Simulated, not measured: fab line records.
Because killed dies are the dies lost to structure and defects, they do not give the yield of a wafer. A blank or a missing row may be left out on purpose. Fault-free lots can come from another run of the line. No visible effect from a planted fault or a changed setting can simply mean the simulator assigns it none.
Split-lot experiment ; flow n5_finfet ; route with 1938 steps; 7 lots, 21 wafers read

== ON THE SPLIT ==
At N5_DUMMY_GATE_DESCUM_20 (chemistry O2, time 6.2 s), the setting time_s was moved away from the recipe's 6.2 s on 5 of the 21 wafers read, by -15.5% to +15.8%. The other wafers ran this setting at the recipe's value.

Reading taken at the split's own step.

== THE READING ==
CAR-EUV_of_DUMMY_GATE_COAT_09.thk_nm (the simulator's own value, which no gauge read), in nm, at N5_DUMMY_GATE_DESCUM_20 (chemistry O2, time 6.2 s). There is no usual value for it anywhere in the file. The 16 wafers here that ran the recipe average 26.4 nm, standard deviation 0.097 nm.

wafer;tool, chamber at the split;time_s as run, s;against the recipe;CAR-EUV_of_DUMMY_GATE_COAT_09.thk_nm, nm;against lot-mates on the recipe
L074.3;rie_diel-04, 2,0,3;6.2;recipe;26.4;-
L074.4;rie_diel-04, 2,0,3;6.2;recipe;26.4;-
L074.6;rie_diel-04, 2,0,3;6.2;recipe;26.4;-
L076.4;rie_diel-02, 0;5.737;-7.5%;26.6;+0.3
L076.5;rie_diel-02, 2;6.2;recipe;26.2;-
L076.6;rie_diel-02, 3;6.2;recipe;26.4;-
L079.3;rie_diel-04, 0,2;6.2;recipe;26.4;-
L079.6;rie_diel-04, 0,2;6.2;recipe;26.4;-
L079.5;rie_diel-04, 3;6.2;recipe;26.6;-
L085.1;rie_diel-02, 2;6.2;recipe;26.4;-
L085.2;rie_diel-02, 3;6.877;+10.9%;26.2;-0.2
L085.6;rie_diel-02, 2;6.877;+10.9%;26;-0.4
L093.4;rie_diel-06, 3;6.2;recipe;26.6;-
L093.6;rie_diel-06, 3;6.2;recipe;26.6;-
L093.5;rie_diel-06, 2;7.178;+15.8%;26.2;-0.4
L095.1;rie_diel-06, 3,0;6.2;recipe;26.4;-
L095.2;rie_diel-06, 3,0;6.2;recipe;26.4;-
L095.3;rie_diel-06, 1;5.236;-15.5%;26.8;+0.4
L096.4;rie_diel-02, 2,0,1;6.2;recipe;26.4;-
L096.5;rie_diel-02, 2,0,1;6.2;recipe;26.4;-
L096.6;rie_diel-02, 2,0,1;6.2;recipe;26.4;-
Rows listing several chambers each stand for several wafers; the file does not say which wafer went through which chamber.

THE FIT
A straight line over all 21 wafers: CAR-EUV_of_DUMMY_GATE_COAT_09.thk_nm changes by -0.0227 nm for each +1% of time_s; r = -0.82; the points scatter about the line by 0.1 nm.
The same after taking each lot's own level away (the mean of its wafers on the recipe; 21 wafers): -0.0273 nm for each +1%; r = -0.94; scatter 0.064 nm.
That fit puts the effect of the largest move of time_s on the reading at 0.43 nm.
The span of the lots' own levels, 26.30 to 26.60 nm, comes to 3.1 times the standard deviation stated above.
In other words, the slope is changed by the lot-to-lot level; the two fits disagree.
Check: for one of the wafers moved furthest among these (+15.8%), held out of the fit, the line's prediction against its lot-mates is -0.438 nm. Against them it came out at -0.4 nm.

== ADDITIONAL SPLITS CARRIED BY THESE WAFERS ==
Note: prior to the reading, these wafers also went through further splits. Each is held against what the fit with the lots' levels taken away leaves over:
other split on the same wafers;wafers away from the commonest value;r with CAR-EUV_of_DUMMY_GATE_COAT_09.thk_nm (lot level and that fit taken away)
N5_ZERO_LAYER_EXPOSE_08 dose_mj;7;-0.10
N5_WELL_APT_COAT_02 spin_rpm;7;+0.19
N5_FIN_SAQP_PEB_14 peb_time_s;10;+0.20
N5_FIN_SAQP_ETCH_52 source_w;10;+0.07
N5_FIN_CUT_COAT_19 spin_rpm;5;-0.29

== THE FILE'S OWN FIT ==
CAR-EUV_of_DUMMY_GATE_COAT_09.thk_nm changes by -0.0271 nm for each +1% of time_s, r = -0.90.
